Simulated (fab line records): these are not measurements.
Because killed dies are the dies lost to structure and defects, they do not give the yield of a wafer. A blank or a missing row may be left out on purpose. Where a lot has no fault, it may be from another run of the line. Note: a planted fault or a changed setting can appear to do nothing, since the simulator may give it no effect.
Chamber matching    flow nand_harc    pecvd-01 running NHARC_P_BONDPAD_DEP_00: 3 sister chambers
The step deposits SiCN, target thk 250 nm. 14 wafers are shown with their chamber, then 7 later ones without.

== WAFERS PAIRED WITH THEIR CHAMBERS ==
wafer   chamber  rf_fwd_power_W (W)  heater_power_outer_w (W)  heater_power_w (W)
L076.2  1        448.8               369                       600
L076.3  0        450.1               301                       514
L076.6  1        447.6               283                       483
L080.1  2        451.6               358                       618
L080.2  0        449.5               317                       545
L080.3  1        448.8               361                       579
L081.1  1        447.4               353                       577
L081.3  0        449.2               277                       474
L081.6  1        447.7               354                       596
L083.2  2        448.4               335                       561
L083.4  2        449.7               349                       588
L083.5  2        449.0               353                       595
L089.1  2        449.0               302                       500
L089.2  0        449.2               304                       507

SIGNATURES, as means of the wafers listed above
reading               chamber 0  chamber 1  chamber 2  scatter within a chamber
rf_fwd_power_W        449.500    448.060    449.540    0.882
heater_power_outer_w  299.75     344.00     339.40     26.4
heater_power_w        510.00     567.00     572.40     42.6
Rule: for each reading, subtract the chamber's mean from the wafer's reading, divide by that reading's scatter and square the result; add these up over the readings and take the root, which gives the wafer's distance from the chamber. If the next closest chamber is less than 2 further off than the closest, the wafer can't be placed; otherwise it belongs to the closest. How the scatter is found: for the shown wafers, subtract from each reading the mean of its chamber, square and add these, divide the total by (wafers less chambers), then take the root.

== WAFERS WITHOUT THEIR CHAMBER ==
wafer   rf_fwd_power_W (W)  heater_power_outer_w (W)  heater_power_w (W)
L089.5  450.0               369                       592
L094.3  449.3               336                       529
L094.4  449.0               303                       530
L094.6  450.2               339                       569
L097.3  448.4               341                       539
L097.4  450.1               307                       498
L097.6  449.5               343                       565

== CHAMBER TAKEN BY EACH ==
wafer   from the rows above           in truth
L089.5  can't be placed: 2 or 1 or 0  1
L094.3  can't be placed: 2 or 0 or 1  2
L094.4  can't be placed: 0 or 2 or 1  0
L094.6  can't be placed: 2 or 0 or 1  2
L097.3  can't be placed: 1 or 2 or 0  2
L097.4  can't be placed: 0 or 2       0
L097.6  can't be placed: 2 or 1 or 0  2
0 of 7 placed correctly. Can't be placed from these rows: 7 (the true chamber is among the candidates in 7). Wrongly placed: 0.
